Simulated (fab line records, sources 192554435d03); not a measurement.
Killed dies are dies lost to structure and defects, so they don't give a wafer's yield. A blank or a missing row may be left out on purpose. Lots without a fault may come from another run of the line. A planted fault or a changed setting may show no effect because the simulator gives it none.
Split-lot experiment | flow n5_finfet | 7 lots, 21 wafers read, on a route of 1938 steps

THE SPLIT
At N5_BEOL_M9_HM_DEP_02 (deposits TiN, target thk 20 nm), the setting target_thk_a was moved away from the recipe's 200 angstrom on 2 of the 21 wafers read, by +5.6% to +7.7%. The other wafers ran this setting at the recipe's value.

FROM THE SPLIT TO THE READING: what the file shows between them, 6 steps
- N5_BEOL_M9_EXPOSE_08: exposes mask M9 (also split here: dose_mj)
- N5_BEOL_M9_PEB_09: peb time 60 s
- N5_BEOL_M9_DEVELOP_10: develop time 30 s
- N5_BEOL_M9_CD_MEAS_11: target cd 64.1 nm
- N5_BEOL_M9_STRIP_68: strips in N2/H2
- N5_BEOL_M9_STRIP_67: strips in CF4

THE READING
etch.depth_nm (the simulator's own value, which no gauge read), in nm, at N5_BEOL_M9_HM_OPEN_17 (chemistry Cl2/BCl3, target TiN, target depth 20 nm, overetch 6 nm). The file gives no usual value for it. The 19 wafers here that ran the recipe average 20.12 nm, standard deviation 0.23 nm.

wafer  | tool, chamber at the split | target_thk_a as run, angstrom | against the recipe | etch.depth_nm, nm | against lot-mates on the recipe
L081.1 | pvd_sputter-01, -          | 200                           | recipe             | 20                | -
L081.3 | pvd_sputter-01, -          | 200                           | recipe             | 20.26             | -
L081.6 | pvd_sputter-01, -          | 215.5                         | +7.7%              | 21.8              | +1.67
L086.2 | pvd_sputter-03, -          | 200                           | recipe             | 20.1              | -
L086.5 | pvd_sputter-03, -          | 200                           | recipe             | 20.34             | -
L086.6 | pvd_sputter-03, -          | 200                           | recipe             | 20.32             | -
L087.3 | pvd_sputter-02, -          | 200                           | recipe             | 20.19             | -
L087.4 | pvd_sputter-02, -          | 200                           | recipe             | 20.42             | -
L087.5 | pvd_sputter-02, -          | 200                           | recipe             | 19.85             | -
L093.1 | pvd_sputter-02, -          | 200                           | recipe             | 19.76             | -
L093.3 | pvd_sputter-02, -          | 200                           | recipe             | 20.24             | -
L093.4 | pvd_sputter-02, -          | 200                           | recipe             | 20.28             | -
L094.2 | pvd_sputter-02, -          | 211.2                         | +5.6%              | 20.78             | +1.00
L094.3 | pvd_sputter-02, -          | 200                           | recipe             | 19.72             | -
L094.4 | pvd_sputter-02, -          | 200                           | recipe             | 19.84             | -
L095.1 | pvd_sputter-01, -          | 200                           | recipe             | 20.11             | -
L095.3 | pvd_sputter-01, -          | 200                           | recipe             | 19.75             | -
L095.4 | pvd_sputter-01, -          | 200                           | recipe             | 20.35             | -
L097.1 | pvd_sputter-01, -          | 200                           | recipe             | 20.24             | -
L097.2 | pvd_sputter-01, -          | 200                           | recipe             | 20.4              | -
L097.4 | pvd_sputter-01, -          | 200                           | recipe             | 20.07             | -

THE FIT
A straight line over all 21 wafers: etch.depth_nm changes by +0.184 nm for each +1% of target_thk_a; r = +0.84; the points scatter about the line by 0.25 nm.
The same after taking each lot's own level away (the mean of its wafers on the recipe; 21 wafers): +0.203 nm for each +1%; r = +0.91; scatter 0.19 nm.
On that fit, the largest move of target_thk_a shifts the reading by 1.6 nm.
The lots' own levels span 19.780 to 20.253 nm, that is 2.1 times the standard deviation above.
So the lot-to-lot level changes the slope little: the two slopes agree.
Check: with one of the wafers moved furthest among these (+7.7%) left out of the fit, the line predicts +1.38 nm for it against its lot-mates. It came out at +1.67 nm against them.

OTHER SPLITS ON THESE WAFERS
These wafers also went through other splits before the reading. Each is held against what the fit with the lots' levels taken away leaves over:
other split on the same wafers    | wafers away from the commonest value | r with etch.depth_nm (lot level and that fit taken away)
N5_BEOL_M8_HM_DEP_02 target_thk_a | 5                                    | -0.24
N5_BEOL_M9_EXPOSE_08 dose_mj      | 5                                    | +0.09

THE WHOLE CHAIN: every reading that the file lists as answering this split, in the file's order
step                  | what it does                                                      | reading                                                                          | change (the file's fit)               | r (the file's)
N5_BEOL_M9_HM_DEP_02  | deposits TiN, target thk 20 nm                                    | TiN_of_BEOL_M9_HM_DEP_02.thk_nm (the simulator's own value, which no gauge read) | +0.205 nm for each +1% of the setting | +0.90
N5_BEOL_M9_HM_OPEN_17 | chemistry Cl2/BCl3, target TiN, target depth 20 nm, overetch 6 nm | etch.depth_nm (the simulator's own value, which no gauge read)                   | +0.203 nm for each +1% of the setting | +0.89

THE FILE'S OWN FIT
etch.depth_nm changes by +0.203 nm for each +1% of target_thk_a, r = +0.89.
